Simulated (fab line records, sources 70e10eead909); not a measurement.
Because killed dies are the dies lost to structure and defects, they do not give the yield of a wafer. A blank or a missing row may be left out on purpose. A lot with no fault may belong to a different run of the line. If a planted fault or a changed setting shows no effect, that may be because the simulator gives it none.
Chamber matching :: flow nand harc :: NHARC_A_CHANNEL_FILL_D2_ETCHBACK_19 on rie si-03: 4 sister chambers
The step etches the open film in HBr/Cl2, target depth 5 nm, time 1.7 s. 4 wafers are shown with their chamber, then 7 later ones without.

WAFERS PAIRED WITH THEIR CHAMBERS
wafer: L369.2
chamber: 3
oes product au (a.u.): 1.003

wafer: L369.6
chamber: 2
oes product au (a.u.): 1.010

wafer: L377.3
chamber: 1
oes product au (a.u.): 1.017

wafer: L377.4
chamber: 0
oes product au (a.u.): 1.022

WAFERS WITHOUT THEIR CHAMBER
wafer: L377.6
oes product au (a.u.): 1.002

wafer: L379.4
oes product au (a.u.): 1.032

wafer: L379.5
oes product au (a.u.): 1.034

wafer: L379.6
oes product au (a.u.): 1.010

wafer: L381.4
oes product au (a.u.): 1.032

wafer: L381.5
oes product au (a.u.): 1.004

wafer: L381.6
oes product au (a.u.): 1.015

WHICH CHAMBER EACH ONE RAN IN
wafer: L377.6
from the rows above: can't be placed: 3 or 2 or 1
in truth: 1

wafer: L379.4
from the rows above: can't be placed: 0 or 1 or 2
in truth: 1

wafer: L379.5
from the rows above: can't be placed: 0 or 1 or 2
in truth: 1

wafer: L379.6
from the rows above: can't be placed: 2 or 1 or 3 or 0
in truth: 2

wafer: L381.4
from the rows above: can't be placed: 0 or 1 or 2
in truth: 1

wafer: L381.5
from the rows above: can't be placed: 3 or 2 or 1
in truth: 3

wafer: L381.6
from the rows above: can't be placed: 1 or 2 or 0 or 3
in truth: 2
Placed correctly: 0 of 7. Can't be placed from these rows: 7 (the true chamber is among the candidates in 7). 0 placed wrongly.
How it was worked out, from the rows above alone: a wafer's distance from a chamber is the root of the sum, over the readings, of the square of ((its reading less the chamber's mean) divided by the reading's scatter). The wafer belongs to the nearest chamber; if the next one is less than 2 further off, it can't be placed. For every chamber, the mean is computed from those of its wafers that are shown. The scatter: with one shown wafer a chamber, the root of the mean of the squares of how far each hidden wafer lies from its nearest shown one.
